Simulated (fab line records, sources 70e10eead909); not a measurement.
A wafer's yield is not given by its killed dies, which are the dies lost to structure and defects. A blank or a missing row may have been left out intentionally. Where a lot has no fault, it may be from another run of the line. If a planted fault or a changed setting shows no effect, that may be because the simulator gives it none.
Chamber matching -- flow nand-harc -- rie-diel-10 running NHARC_A_STAIRCASE_TRIM_12: 4 sister chambers
The step chemistry O2, time 211.2 s. 8 wafers are shown with their chamber, then 8 later ones without.

WAFERS, EACH WITH ITS CHAMBER
wafer,chamber,showerhead-plenum-p-Torr (Torr),oes-product-au (a.u.)
L076.1,2,3.43,1.012
L080.3,1,3.27,1.003
L083.1,3,3.62,0.988
L083.2,1,3.27,0.993
L086.1,3,3.61,0.997
L086.3,0,3.72,0.999
L086.6,0,3.72,0.995
L091.1,2,3.41,1.016

WAFERS WITH NO CHAMBER GIVEN
wafer,showerhead-plenum-p-Torr (Torr),oes-product-au (a.u.)
L091.2,3.60,0.994
L091.6,3.72,0.993
L092.1,3.60,0.998
L092.3,3.41,1.018
L092.5,3.41,1.004
L096.1,3.41,1.013
L096.3,3.71,1.003
L096.4,3.41,1.012

EACH ONE'S CHAMBER
wafer,from the rows above,in truth
L091.2,3,3
L091.6,0,0
L092.1,3,3
L092.3,2,2
L092.5,2,2
L096.1,2,2
L096.3,0,0
L096.4,2,2
Placed correctly: 8 of 8. Left unplaced by these rows: 0. Wrongly placed: 0.
How it was worked out, from the rows above alone: a wafer's distance from a chamber is the root of the sum, over the readings, of the square of ((its reading less the chamber's mean) divided by the reading's scatter). The wafer belongs to the nearest chamber; if the next one is less than 2 further off, it can't be placed. The mean given for a chamber averages the wafers shown for that chamber. The scatter: take each reading less its chamber's mean, square it, sum over the shown wafers, divide by the number of wafers less the number of chambers, and take the root.
